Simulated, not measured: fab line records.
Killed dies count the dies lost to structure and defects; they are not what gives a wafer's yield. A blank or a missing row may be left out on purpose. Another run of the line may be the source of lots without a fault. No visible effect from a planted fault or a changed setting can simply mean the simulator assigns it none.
Matching of chambers	flow n5-finfet	N5_BEOL_M15_ETCH_57 on rie-diel-05 has 4 sister chambers
The step etches SOC in N2/H2, time 750 s. 20 wafers are shown with their chamber, then 10 later ones without.

## WAFERS PAIRED WITH THEIR CHAMBERS
wafer	chamber	throttle-valve-pct (%)	showerhead-plenum-p-Torr (Torr)	oes-product-au (a.u.)
L074.4	3	17.30	2.70	0.90
L074.5	2	18.12	2.56	0.79
L074.6	1	17.73	2.63	0.70
L077.1	0	18.18	2.62	0.69
L077.2	1	17.75	2.63	0.70
L077.3	2	18.12	2.56	0.80
L076.1	1	17.75	2.63	0.70
L076.3	3	17.32	2.70	0.90
L076.4	0	18.20	2.62	0.69
L081.1	0	18.18	2.62	0.68
L081.3	3	17.32	2.70	0.88
L081.4	2	18.12	2.56	0.78
L083.1	2	18.13	2.56	0.78
L083.4	3	17.34	2.70	0.88
L083.6	2	18.14	2.56	0.78
L084.3	3	17.34	2.69	0.86
L084.5	2	18.14	2.56	0.77
L084.6	3	17.34	2.69	0.87
L085.4	2	18.13	2.55	0.76
L085.5	1	17.78	2.62	0.69

SIGNATURES, as means of the wafers listed above
reading	chamber 0	chamber 1	chamber 2	chamber 3	scatter within a chamber
throttle-valve-pct	18.1867	17.7525	18.1286	17.3267	0.0145
showerhead-plenum-p-Torr	2.6200	2.6275	2.5586	2.6967	0.00429
oes-product-au	0.6867	0.6975	0.7800	0.8817	0.0123
Rule: for a wafer and a chamber, the distance is found by dividing, reading by reading, the gap between the wafer's reading and the chamber's mean by the reading's scatter, squaring, summing and taking the root. If the next closest chamber is less than 2 further off than the closest, the wafer can't be placed; otherwise it belongs to the closest. The scatter: take each reading less its chamber's mean, square it, sum over the shown wafers, divide by the number of wafers less the number of chambers, and take the root.

## WAFERS WITH NO CHAMBER GIVEN
wafer	throttle-valve-pct (%)	showerhead-plenum-p-Torr (Torr)	oes-product-au (a.u.)
L085.6	18.22	2.61	0.67
L086.1	18.16	2.55	0.76
L086.4	17.77	2.62	0.69
L086.5	18.22	2.61	0.68
L092.1	18.23	2.61	0.67
L092.2	17.78	2.62	0.68
L092.5	18.18	2.55	0.76
L090.2	17.38	2.69	0.84
L090.3	17.81	2.62	0.68
L090.4	17.39	2.69	0.84

## WHICH CHAMBER EACH ONE RAN IN
wafer	from the rows above	in truth
L085.6	0	0
L086.1	2	2
L086.4	1	1
L086.5	0	0
L092.1	0	0
L092.2	1	1
L092.5	2	2
L090.2	3	3
L090.3	1	1
L090.4	3	3
Correctly placed: 10 of 10. Left unplaced by these rows: 0. 0 placed wrongly.
